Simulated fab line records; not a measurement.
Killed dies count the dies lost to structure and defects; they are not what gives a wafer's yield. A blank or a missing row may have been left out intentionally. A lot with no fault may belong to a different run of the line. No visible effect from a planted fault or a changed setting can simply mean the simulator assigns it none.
Split-lot study || flow n5 finfet || route with 1938 steps; 7 lots, 21 wafers read

== THE SPLIT ==
At N5_PASSIVATION_ETCH_54 (etches SiO2 in CHF3/O2, target depth 880 nm, time 440 s), the setting source w was moved away from the recipe's 650 W on 8 of the 21 wafers read, by -14.7% to +17.8%. The other wafers ran this setting at the recipe's value.

The reading comes from the split's own step.

== THE READING ==
rf vpp V, in V, at N5_PASSIVATION_ETCH_54 (etches SiO2 in CHF3/O2, target depth 880 nm, time 440 s). Typical for fault-free wafers on this fab line: 521 V, with standard deviation 10 V.

{"wafer": "L076.2", "tool, chamber at the split": "rie diel-04, 3", "source w as run, W": 650, "against the recipe": "recipe", "rf vpp V, V": 525, "against lot-mates on the recipe": "-"}
{"wafer": "L076.4", "tool, chamber at the split": "rie diel-04, 2", "source w as run, W": 765.5, "against the recipe": "+17.8%", "rf vpp V, V": 493, "against lot-mates on the recipe": -32}
{"wafer": "L076.5", "tool, chamber at the split": "rie diel-04, 2", "source w as run, W": 765.5, "against the recipe": "+17.8%", "rf vpp V, V": 493, "against lot-mates on the recipe": -32}
{"wafer": "L078.4", "tool, chamber at the split": "rie diel-01, 0", "source w as run, W": 650, "against the recipe": "recipe", "rf vpp V, V": 509, "against lot-mates on the recipe": "-"}
{"wafer": "L078.5", "tool, chamber at the split": "rie diel-01, 2", "source w as run, W": 585.6, "against the recipe": "-9.9%", "rf vpp V, V": 563, "against lot-mates on the recipe": "+54"}
{"wafer": "L078.6", "tool, chamber at the split": "rie diel-01, 3", "source w as run, W": 650, "against the recipe": "recipe", "rf vpp V, V": 509, "against lot-mates on the recipe": "-"}
{"wafer": "L080.2", "tool, chamber at the split": "rie diel-04, 3", "source w as run, W": 650, "against the recipe": "recipe", "rf vpp V, V": 525, "against lot-mates on the recipe": "-"}
{"wafer": "L080.3", "tool, chamber at the split": "rie diel-04, 2", "source w as run, W": 554.3, "against the recipe": "-14.7%", "rf vpp V, V": 577, "against lot-mates on the recipe": "+52"}
{"wafer": "L080.4", "tool, chamber at the split": "rie diel-04, 2", "source w as run, W": 554.3, "against the recipe": "-14.7%", "rf vpp V, V": 578, "against lot-mates on the recipe": "+53"}
{"wafer": "L088.1", "tool, chamber at the split": "rie diel-04, 2", "source w as run, W": 650, "against the recipe": "recipe", "rf vpp V, V": 533, "against lot-mates on the recipe": "-"}
{"wafer": "L088.2", "tool, chamber at the split": "rie diel-04, 1", "source w as run, W": 650, "against the recipe": "recipe", "rf vpp V, V": 534, "against lot-mates on the recipe": "-"}
{"wafer": "L088.4", "tool, chamber at the split": "rie diel-04, 3", "source w as run, W": 682.8, "against the recipe": "+5.0%", "rf vpp V, V": 513, "against lot-mates on the recipe": -20}
{"wafer": "L087.1", "tool, chamber at the split": "rie diel-03, 2", "source w as run, W": 650, "against the recipe": "recipe", "rf vpp V, V": 518, "against lot-mates on the recipe": "-"}
{"wafer": "L087.2", "tool, chamber at the split": "rie diel-03, 0", "source w as run, W": 650, "against the recipe": "recipe", "rf vpp V, V": 516, "against lot-mates on the recipe": "-"}
{"wafer": "L087.5", "tool, chamber at the split": "rie diel-03, 0", "source w as run, W": 650, "against the recipe": "recipe", "rf vpp V, V": 516, "against lot-mates on the recipe": "-"}
{"wafer": "L089.1", "tool, chamber at the split": "rie diel-04, 0", "source w as run, W": 650, "against the recipe": "recipe", "rf vpp V, V": 517, "against lot-mates on the recipe": "-"}
{"wafer": "L089.3", "tool, chamber at the split": "rie diel-04, 1", "source w as run, W": 650, "against the recipe": "recipe", "rf vpp V, V": 533, "against lot-mates on the recipe": "-"}
{"wafer": "L089.4", "tool, chamber at the split": "rie diel-04, 2", "source w as run, W": 650, "against the recipe": "recipe", "rf vpp V, V": 532, "against lot-mates on the recipe": "-"}
{"wafer": "L097.1", "tool, chamber at the split": "rie diel-03, 0", "source w as run, W": 752.3, "against the recipe": "+15.7%", "rf vpp V, V": 481, "against lot-mates on the recipe": -48}
{"wafer": "L097.3", "tool, chamber at the split": "rie diel-03, 1", "source w as run, W": 650, "against the recipe": "recipe", "rf vpp V, V": 529, "against lot-mates on the recipe": "-"}
{"wafer": "L097.5", "tool, chamber at the split": "rie diel-03, 2", "source w as run, W": 752.3, "against the recipe": "+15.7%", "rf vpp V, V": 493, "against lot-mates on the recipe": -36}

FIT RESULTS
A straight line over all 21 wafers: rf vpp V changes by -2.61 V for each +1% of source w; r = -0.92; the points scatter about the line by 10 V.
The same after taking each lot's own level away (the mean of its wafers on the recipe; 21 wafers): -2.83 V for each +1%; r = -0.95; scatter 9 V.
The reading moves by 50 V for the largest change in source w, on that fit.
Measured against the standard deviation above, the lots' own levels, which go from 509.0 to 533.5 V, span 2.5 times it.
Hence the lot-to-lot level has little effect on the slope; both slopes agree.
Check: -50.2 V against its lot-mates is what the line predicts for one of the wafers moved furthest among these (+17.8%) when that wafer is left out of the fit. It came out at -32 V against them.
Tool readings at the split's step, against how far the setting was moved: rf vpp V r = -0.92.

== OTHER SPLITS APPLIED TO THESE WAFERS ==
Note: prior to the reading, these wafers also went through further splits. Each is held against what the fit with the lots' levels taken away leaves over:
{"other split on the same wafers": "N5_BEOL_M14_SPUTTER_44 time s", "wafers away from the commonest value": 5, "r with rf vpp V (lot level and that fit taken away)": -0.07}
{"other split on the same wafers": "N5_PASSIVATION_PECVD_53 time s", "wafers away from the commonest value": 7, "r with rf vpp V (lot level and that fit taken away)": "+0.01"}
{"other split on the same wafers": "N5_PASSIVATION_PASS_ETCH_47 source w", "wafers away from the commonest value": 10, "r with rf vpp V (lot level and that fit taken away)": -0.45}

== THE FILE'S OWN FIT ==
rf vpp V changes by -2.94 V for each +1% of source w, r = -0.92.
